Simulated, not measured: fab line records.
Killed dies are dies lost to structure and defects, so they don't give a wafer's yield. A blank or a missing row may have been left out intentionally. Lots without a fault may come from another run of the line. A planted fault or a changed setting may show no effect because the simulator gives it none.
Which tool is to blame? ; flow n5Finfet ; 20 wafers from 7 lots sampled at 6 of the route's 1938 steps

== WHAT THE GAUGES SHOWED, per wafer ==
N5_BEOL_M4_RC_MEAS_101. Usual: DIBL_N 35.7 mV/V, standard deviation 1.5; DIBL_P 35.7 mV/V, standard deviation 2; IOFF_N 0.155 nA/um, standard deviation 0.026; IOFF_P 0.20 nA/um, standard deviation 0.031; ION_N 675 uA/um, standard deviation 11; ION_P 462 uA/um, standard deviation 7.1; SS_N 71.3 mV/dec, standard deviation 0.57; SS_P 73.1 mV/dec, standard deviation 0.56; VT_N 250 mV, standard deviation 3; VT_P -251 mV, standard deviation 3.
lot;measured;on;DIBL_N (mV/V);DIBL_P (mV/V);IOFF_N (nA/um);IOFF_P (nA/um);ION_N (uA/um);ION_P (uA/um);SS_N (mV/dec);SS_P (mV/dec);VT_N (mV);VT_P (mV);flag
L116;day 8 07:52;prober-02;36.7 37.2 35.3;36.3 36.8 34.4;0.153 0.171 0.142;0.21 0.23 0.18;667 673 666;459 459 461;71.6 71.7 71.2;72.7 73.6 72.6;251 250 252;-252 -249 -251;
L118;day 9 02:08;prober-02;34.0 36.0 33.7;33.8 37.2 33.5;0.141 0.186 0.142;0.19 0.26 0.19;683 685 678;462 468 465;71.2 71.9 70.4;72.1 73.3 72.3;250 245 249;-250 -246 -250;
L119;day 9 03:11;prober-01;33.4 34.5 38.2;31.3 33.0 37.4;0.106 0.128 0.184;0.17 0.19 0.25;662 681 683;458 469 470;70.5 71.2 72.4;72.4 73.6 74.7;255 252 248;-253 -251 -248;
L121;day 9 06:25;prober-01;32.8 30.9 34.8;32.8 30.8 34.6;0.124 0.101 0.152;0.17 0.14 0.19;669 638 676;460 444 460;71.5 69.9 71.7;72.4 71.8 72.7;251 256 247;-251 -255 -252;
L123;day 10 01:29;prober-01;34.3 32.5;34.2 31.7;0.123 0.099;0.16 0.13;676 658;456 453;71.0 70.8;73.0 71.9;253 257;-253 -258;
L135;day 12 22:20;prober-01;34.8 36.9 36.3;33.1 36.3 35.8;0.112 0.160 0.146;0.18 0.23 0.22;654 682 679;458 474 468;71.0 71.2 71.5;72.4 73.0 72.6;255 248 250;-251 -247 -249;
L136;day 13 17:22;prober-01;34.4 33.9 36.7;34.9 34.4 37.3;0.137 0.128 0.166;0.18 0.18 0.21;666 659 675;456 456 459;71.0 71.1 71.2;72.7 72.4 73.2;251 252 250;-253 -255 -253;

N5_BEOL_M11_OCD_MEAS_38. Usual: trenchDepthNm 148.2 nm, standard deviation 2.
lot;measured;on;trenchDepthNm (nm);flag
L116;day 11 01:07;ocd-02;148.8 144.9 150.5;
L118;day 11 17:04;ocd-02;151.8 147.1 145.7;
L119;day 11 22:38;ocd-01;150.2 149.1 149.1;
L121;day 11 21:56;ocd-02;153.0 148.3 151.6;
L123;day 12 17:49;ocd-02;149.0 145.7;
L135;day 15 11:24;ocd-01;148.6 147.5 147.2;
L136;day 16 10:21;ocd-01;149.6 149.8 147.8;

N5_BEOL_M15_RC_MEAS_101. Usual: etestTempC 25.00 C, standard deviation 0.094; COMB_M10 1.5e-11 S/m, standard deviation 3.1e-12; COMB_M11 1.5e-11 S/m, standard deviation 3.1e-12; COMB_M11_max_site 2.1e-11 S/m, standard deviation 4.8e-12; COMB_M12 7e-12 S/m, standard deviation 1.3e-12; COMB_M13 5.5e-12 S/m, standard deviation 1e-12; COMB_M13_max_site 7.6e-12 S/m, standard deviation 1.6e-12; COMB_M14 4.1e-12 S/m, standard deviation 7.1e-13; COMB_M15 3.2e-12 S/m, standard deviation 5.9e-13; COMB_M5 3.7e-11 S/m, standard deviation 7.8e-12; COMB_M6 2.6e-11 S/m, standard deviation 5.1e-12; COMB_M7 2.5e-11 S/m, standard deviation 5.4e-12; COMB_M8 2.7e-11 S/m, standard deviation 5.7e-12; COMB_M9 1.5e-11 S/m, standard deviation 3e-12; COMB_M9_max_site 2.1e-11 S/m, standard deviation 4.6e-12; SERP_M10 3.07 ohm/um, standard deviation 0.091; SERP_M11 3.10 ohm/um, standard deviation 0.076; SERP_M11_max_site 3.19 ohm/um, standard deviation 0.08; SERP_M12 0.632 ohm/um, standard deviation 0.016; SERP_M13 0.310 ohm/um, standard deviation 0.0062; SERP_M14 0.159 ohm/um, standard deviation 0.0051; SERP_M5 38.9 ohm/um, standard deviation 1.7; SERP_M6 13.7 ohm/um, standard deviation 0.57; SERP_M6_max_site 14.3 ohm/um, standard deviation 0.64; SERP_M7 14.0 ohm/um, standard deviation 0.52; SERP_M8 13.6 ohm/um, standard deviation 0.59; SERP_M9 3.08 ohm/um, standard deviation 0.082.
lot;measured;on;etestTempC (C);COMB_M10 (S/m);COMB_M11 (S/m);COMB_M11_max_site (S/m);COMB_M12 (S/m);COMB_M13 (S/m);COMB_M13_max_site (S/m);COMB_M14 (S/m);COMB_M15 (S/m);COMB_M5 (S/m);COMB_M6 (S/m);COMB_M7 (S/m);COMB_M8 (S/m);COMB_M9 (S/m);COMB_M9_max_site (S/m);SERP_M10 (ohm/um);SERP_M11 (ohm/um);SERP_M11_max_site (ohm/um);SERP_M12 (ohm/um);SERP_M13 (ohm/um);SERP_M14 (ohm/um);SERP_M5 (ohm/um);SERP_M6 (ohm/um);SERP_M6_max_site (ohm/um);SERP_M7 (ohm/um);SERP_M8 (ohm/um);SERP_M9 (ohm/um);flag
L116;day 12 08:37;prober-01;25.15 24.95 25.16;1.5e-11 1.4e-11 1.2e-11;1.2e-11 1.4e-11 1.4e-11;1.7e-11 2.1e-11 1.8e-11;8e-12 9.4e-12 6.2e-12;4.9e-12 3.6e-12 4.8e-12;5.2e-12 4.6e-12 5.9e-12;4.3e-12 4.1e-12 3.4e-12;2.4e-12 3e-12 3e-12;2.6e-11 4.9e-11 2.6e-11;2.6e-11 3.3e-11 2.7e-11;3.2e-11 3.2e-11 3.5e-11;2.1e-11 2.8e-11 3.3e-11;1.3e-11 1.6e-11 1.5e-11;1.6e-11 1.8e-11 2.1e-11;2.78 3.03 2.90;3.01 3.14 3.04;3.09 3.22 3.13;0.625 0.613 0.605;0.302 0.312 0.315;0.159 0.163 0.167;37.4 39.3 38.2;14.2 13.6 14.4;14.6 14.2 14.9;14.8 14.7 14.9;13.2 13.7 12.8;3.05 3.09 3.02;
L118;day 12 20:21;prober-01;25.12 24.99 24.90;1.5e-11 2.1e-11 1.6e-11;1.1e-11 1.5e-11 1e-11;1.3e-11 2.2e-11 1.4e-11;7.4e-12 7.3e-12 6.4e-12;4.6e-12 6.7e-12 4.2e-12;6.1e-12 8.3e-12 5.9e-12;6.4e-12 4.3e-12 4.3e-12;2.3e-12 2.6e-12 3.8e-12;3.1e-11 3.6e-11 4e-11;2e-11 1.7e-11 3.1e-11;3.1e-11 3.3e-11 2.6e-11;2.9e-11 2.4e-11 2.5e-11;1.3e-11 1.3e-11 1.2e-11;1.8e-11 1.9e-11 1.6e-11;3.12 2.97 2.91;3.00 3.10 3.26;3.15 3.23 3.33;0.636 0.657 0.661;0.312 0.300 0.308;0.164 0.165 0.163;40.8 40.5 41.2;15.5 13.6 14.0;16.3 14.3 14.6;13.7 13.5 13.1;14.3 13.4 12.8;3.16 2.99 3.09;
L119;day 13 06:24;prober-01;24.84 24.78 24.88;2.2e-11 1.8e-11 1.5e-11;2.1e-11 6.61e-10 1.3e-11;2.8e-11 9.84e-10 2.9e-11;7.6e-12 6e-12 6.7e-12;6.6e-12 4.7e-12 7.3e-12;7.4e-12 7.5e-12 1.18e-11;4.6e-12 5e-12 4.2e-12;2.9e-12 2.5e-12 3.6e-12;3e-11 4.1e-11 3.8e-11;3.3e-11 2.1e-11 1.9e-11;2.6e-11 2.2e-11 2.2e-11;2.5e-11 2.2e-11 2.3e-11;2.1e-11 1.7e-11 1.5e-11;2.7e-11 2.5e-11 2e-11;3.04 3.02 3.11;3.04 2.86 2.99;3.06 2.95 3.02;0.626 0.637 0.652;0.326 0.313 0.311;0.151 0.165 0.156;41.3 40.1 40.3;14.0 13.9 13.2;15.0 14.3 13.8;13.9 13.9 14.2;14.1 14.0 14.0;3.21 3.07 3.10;OFF
L121;day 12 20:56;prober-02;24.98 25.14 25.15;2.1e-11 2e-11 1.1e-11;1.1e-11 1.6e-11 4.33e-10;2.2e-11 2.4e-11 6.9e-10;8e-12 5.8e-12 9.5e-12;6e-12 4.6e-12 5.3e-12;8.2e-12 5.4e-12 8.5e-12;3.9e-12 3.8e-12 2.8e-12;2.2e-12 3.6e-12 2.7e-12;4.3e-11 2.9e-11 3.8e-11;3.6e-11 3.1e-11 2.6e-11;3.3e-11 2.4e-11 2.4e-11;2.6e-11 2.3e-11 2.2e-11;1.5e-11 1.3e-11 1.6e-11;2.7e-11 1.6e-11 1.8e-11;2.94 3.02 3.03;3.03 3.07 2.86;3.11 3.15 2.97;0.625 0.666 0.643;0.303 0.322 0.313;0.153 0.152 0.151;39.1 38.3 41.3;13.6 13.6 13.7;14.2 14.0 14.5;13.9 13.9 13.3;13.0 12.8 13.3;2.92 3.04 2.89;OFF
L123;day 14 04:46;prober-01;25.12 25.06;1.4e-11 1.9e-11;7.71e-10 1.6e-11;1.001e-09 2.2e-11;6.2e-12 6.6e-12;6.1e-12 5.8e-12;9.3e-12 7.5e-12;5e-12 4.3e-12;4.1e-12 3.3e-12;3.4e-11 5.2e-11;3.4e-11 2.3e-11;3.3e-11 2.1e-11;3.3e-11 2.9e-11;1.3e-11 1.1e-11;1.8e-11 2e-11;3.13 3.01;2.89 3.21;2.97 3.28;0.650 0.638;0.305 0.319;0.157 0.156;36.2 36.6;12.9 12.8;13.6 13.2;13.4 13.8;13.1 13.6;3.12 3.10;OFF
L135;day 16 13:05;prober-01;24.98 24.95 25.07;1.2e-11 1.3e-11 1.3e-11;1.5e-11 1.1e-11 1.4e-11;2.2e-11 1.7e-11 2.2e-11;7.3e-12 6.1e-12 6.2e-12;4e-12 6.4e-12 6e-12;5.5e-12 1.22e-11 1.01e-11;4.7e-12 4.1e-12 3.5e-12;3.2e-12 3.6e-12 3.4e-12;6e-11 4.7e-11 6.8e-11;2.1e-11 3e-11 1.9e-11;3e-11 2.9e-11 1.7e-11;2.9e-11 2.5e-11 3e-11;1.8e-11 1.1e-11 1.9e-11;2.6e-11 1.6e-11 3e-11;3.05 3.15 3.03;3.15 3.13 3.15;3.21 3.18 3.18;0.615 0.615 0.617;0.305 0.315 0.314;0.161 0.163 0.161;42.2 44.7 44.1;13.7 13.3 14.2;14.1 13.9 14.6;13.3 13.6 13.6;14.4 14.4 14.9;3.08 3.05 3.09;
L136;day 17 14:23;prober-02;25.13 24.88 25.24;1.3e-11 1.2e-11 1.5e-11;1.7e-11 1.3e-11 1e-11;2.1e-11 2.2e-11 1.7e-11;3.9e-12 4.9e-12 3.8e-12;6.2e-12 5.1e-12 6.6e-12;8.2e-12 8.3e-12 9.9e-12;4.7e-12 3.5e-12 4.7e-12;2.8e-12 3e-12 3.1e-12;2.9e-11 2.3e-11 3.2e-11;2.4e-11 3.4e-11 2.4e-11;1.8e-11 1.8e-11 1.8e-11;3.4e-11 2e-11 3.4e-11;1.7e-11 1.1e-11 1.4e-11;2.1e-11 1.2e-11 1.7e-11;2.96 2.98 2.97;3.07 3.07 3.08;3.23 3.11 3.15;0.631 0.646 0.625;0.322 0.312 0.310;0.158 0.159 0.156;37.4 36.6 37.1;13.6 13.5 12.9;13.9 13.9 13.6;13.5 13.8 14.5;14.1 13.7 14.9;3.09 3.10 3.03;

== WHAT TOOL EACH LOT RAN ON (gives the tool, then ch and the chambers of the sampled wafers, and finally the start) ==
lot;N5_BEOL_M11_ALD_74;N5_BEOL_M11_ANNEAL_51;N5_BEOL_M11_DEP_56
L116;aldMetal-02 ch 0,1,3, day 11 02:29;rtpAnneal-01 ch 0, day 11 04:47;pecvd-03 ch 0,2, day 11 05:26
L118;aldMetal-02 ch 0,3, day 11 18:23;rtpAnneal-01 ch 0, day 11 19:13;pecvd-03 ch 0,1, day 11 19:52
L119;aldMetal-02 ch 0,2, day 11 23:51;rtpAnneal-02 ch 0, day 12 00:41;pecvd-04 ch 0,1, day 12 01:20
L121;aldMetal-02 ch 0,1,3, day 11 22:46;rtpAnneal-02 ch 0, day 11 23:41;pecvd-03 ch 0,2, day 12 00:21
L123;aldMetal-02 ch 0,1, day 12 18:33;rtpAnneal-02 ch 0, day 12 19:25;pecvd-02 ch 2, day 12 20:04
L135;aldMetal-04 ch 0,1,2, day 15 12:33;rtpAnneal-02 ch 0, day 15 13:34;pecvd-04 ch 1,2, day 15 14:09
L136;aldMetal-03 ch 0,2,3, day 16 11:18;rtpAnneal-02 ch 0, day 16 14:02;pecvd-02 ch 0,2, day 16 14:41
- N5_BEOL_M11_ALD_74: deposits TaN, target thk 2 nm, pulse time 2 s, purge time 3 s.
- N5_BEOL_M11_ANNEAL_51: time 90 s.
- N5_BEOL_M11_DEP_56: deposits SiCN from 3MS/NH3, target thk 30 nm, time 10.5 s.

== AS READ BY THE TOOLS THEMSELVES (means over the sampled wafers that have a number; for cases with no such wafer, the mark the record gives instead) ==
N5_BEOL_M11_ALD_74. Usual: chamberPressureTorr 2.998 Torr, standard deviation 0.0062; heaterPowerOuterW 237 W, standard deviation 23; heaterPowerW 422 W, standard deviation 39.
lot;tool;chamberPressureTorr (Torr);heaterPowerOuterW (W);heaterPowerW (W);flag
L116;aldMetal-02;3.003;250;438;
L118;aldMetal-02;2.995;263;456;
L119;aldMetal-02;2.999;241;432;
L121;aldMetal-02;3.001;250;441;
L123;aldMetal-02;3.002;227;402;
L135;aldMetal-04;2.996;239;424;
L136;aldMetal-03;2.992;213;385;

N5_BEOL_M11_ANNEAL_51. Usual: wafer_temp_C_max 225.65, standard deviation 0.21.
lot;tool;wafer_temp_C_max;flag
L116;rtpAnneal-01;225.74;
L118;rtpAnneal-01;225.56;
L119;rtpAnneal-02;225.73;
L121;rtpAnneal-02;225.41;
L123;rtpAnneal-02;225.70;
L135;rtpAnneal-02;225.97;
L136;rtpAnneal-02;225.84;

N5_BEOL_M11_DEP_56. Usual: chamberPressureTorr 3.000 Torr, standard deviation 0.0062; showerheadPlenumPTorr 4.156 Torr, standard deviation 0.012; throttleValvePct 17.8 %, standard deviation 0.91.
lot;tool;chamberPressureTorr (Torr);showerheadPlenumPTorr (Torr);throttleValvePct (%);flag
L116;pecvd-03;2.993;4.171;17.8;
L118;pecvd-03;2.995;4.150;18.2;
L119;pecvd-04;2.998;4.151;18.6;
L121;pecvd-03;2.996;4.157;17.6;
L123;pecvd-02;2.998;4.168;17.7;
L135;pecvd-04;2.996;4.150;17.4;
L136;pecvd-02;2.993;4.166;18.0;

== THE ANSWER, worked out from the rows above alone ==
Rule: a lot counts as off when the mean over its wafers that have a number is more than 3 standard deviations away from the usual mean. Also off: a lot with no number at a reading for which 4 or more lots have one. All remaining lots with rows at the step are treated as sound. First the gauges in route order, then the tools' own readings, where a lot's mean is used as printed above. The first step at which some lot is off is used, and at that step the reading that is off furthest; a lot without a number counts as furthest.
Off: L119, L121, L123, at N5_BEOL_M15_RC_MEAS_101 (COMB_M11).
If a tool, at a process step before that reading, ran all the lots that are off and no sound lot after the first of them, it fits. Gauges at N5_BEOL_M15_RC_MEAS_101: tried the same way as those tools. One fits: aldMetal-02 at N5_BEOL_M11_ALD_74. Its last sound lot is L118 (day 11 18:23), its first lot that is off L121 (day 11 22:46): a fault that began between those two fits.

== WHAT THE SIMULATOR HAD INSERTED ==
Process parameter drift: aldMetal-02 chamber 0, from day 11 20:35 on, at N5_BEOL_M11_ALD_74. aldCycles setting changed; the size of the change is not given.
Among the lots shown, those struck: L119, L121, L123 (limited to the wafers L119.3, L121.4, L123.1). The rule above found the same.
